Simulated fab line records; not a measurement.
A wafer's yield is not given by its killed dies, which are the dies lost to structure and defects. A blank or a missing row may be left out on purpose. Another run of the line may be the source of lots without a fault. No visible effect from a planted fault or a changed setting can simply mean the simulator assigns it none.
Split-lot trial -- flow n5_finfet -- 21 wafers read across 7 lots, on a route 1938 steps long

## ABOUT THE SPLIT
At N5_PASSIVATION_PECVD_00 (deposits SiO2 from SiH4/N2O, target thk 200 nm, time 11.2 s), the setting time_s was moved away from the recipe's 11.2 s on 10 of the 21 wafers read, by -10.1% to +13.6%. For the rest of the wafers, this setting stayed at what the recipe calls for.

The reading is taken at the split's own step.

## THE READING
SiO2_of_PASSIVATION_PECVD_00.thk_nm (the simulator's own value, which no gauge read), in nm, at N5_PASSIVATION_PECVD_00 (deposits SiO2 from SiH4/N2O, target thk 200 nm, time 11.2 s). No usual value for it is given in the file. Average 200.1 nm, standard deviation 3.4 nm, over the 11 wafers here run with the recipe.

wafer,"tool, chamber at the split","time_s as run, s",against the recipe,"SiO2_of_PASSIVATION_PECVD_00.thk_nm, nm",against lot-mates on the recipe
L082.2,"pecvd-03, 2",10.48,-6.4%,187.4,no lot-mate on the recipe
L082.4,"pecvd-03, 1",10.48,-6.4%,187.2,no lot-mate on the recipe
L082.6,"pecvd-03, 2",10.48,-6.4%,193.6,no lot-mate on the recipe
L078.3,"pecvd-01, 1",11.2,recipe,194.8,-
L078.4,"pecvd-01, 2",11.2,recipe,200.8,-
L078.5,"pecvd-01, 0",11.2,recipe,202.8,-
L084.1,"pecvd-03, 2",11.2,recipe,203.8,-
L084.2,"pecvd-03, 0",11.2,recipe,200,-
L084.4,"pecvd-03, 0",11.2,recipe,202.6,-
L086.1,"pecvd-03, 2",10.07,-10.1%,181,-22.3
L086.5,"pecvd-03, 2",11.2,recipe,205.4,-
L086.6,"pecvd-03, 0",11.2,recipe,201.2,-
L090.4,"pecvd-03, 2",12.72,+13.6%,229.4,+31.6
L090.5,"pecvd-03, 1",11.2,recipe,197.8,-
L090.6,"pecvd-03, 0",12.72,+13.6%,228.8,+31.0
L089.1,"pecvd-01, 0",12.01,+7.2%,216,+19.8
L089.3,"pecvd-01, 1",11.2,recipe,196.2,-
L089.4,"pecvd-01, 2",12.01,+7.2%,217.4,+21.2
L093.1,"pecvd-01, 1",11.2,recipe,195.4,-
L093.4,"pecvd-01, 1",12.48,+11.4%,219.6,+24.2
L093.6,"pecvd-01, 2",12.48,+11.4%,224.2,+28.8

THE FIT
A straight line over all 21 wafers: SiO2_of_PASSIVATION_PECVD_00.thk_nm changes by +1.98 nm for each +1% of time_s; r = +0.97; the points scatter about the line by 3.2 nm.
The same after taking each lot's own level away (the mean of its wafers on the recipe; 18 wafers): +2.34 nm for each +1%; r = +0.99; scatter 2.3 nm.
Per that fit: largest time_s move, reading shift of 32 nm.
Measured against the standard deviation above, the lots' own levels, which go from 195.40 to 203.30 nm, span 2.3 times it.
In other words, the slope is changed by the lot-to-lot level; the two fits disagree.
Check: with one of the wafers moved furthest among these (+13.6%) left out of the fit, the line predicts +32.3 nm for it against its lot-mates. It came out at +31.6 nm against them.

## THE FILE'S OWN FIT
SiO2_of_PASSIVATION_PECVD_00.thk_nm changes by +2.35 nm for each +1% of time_s, r = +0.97.
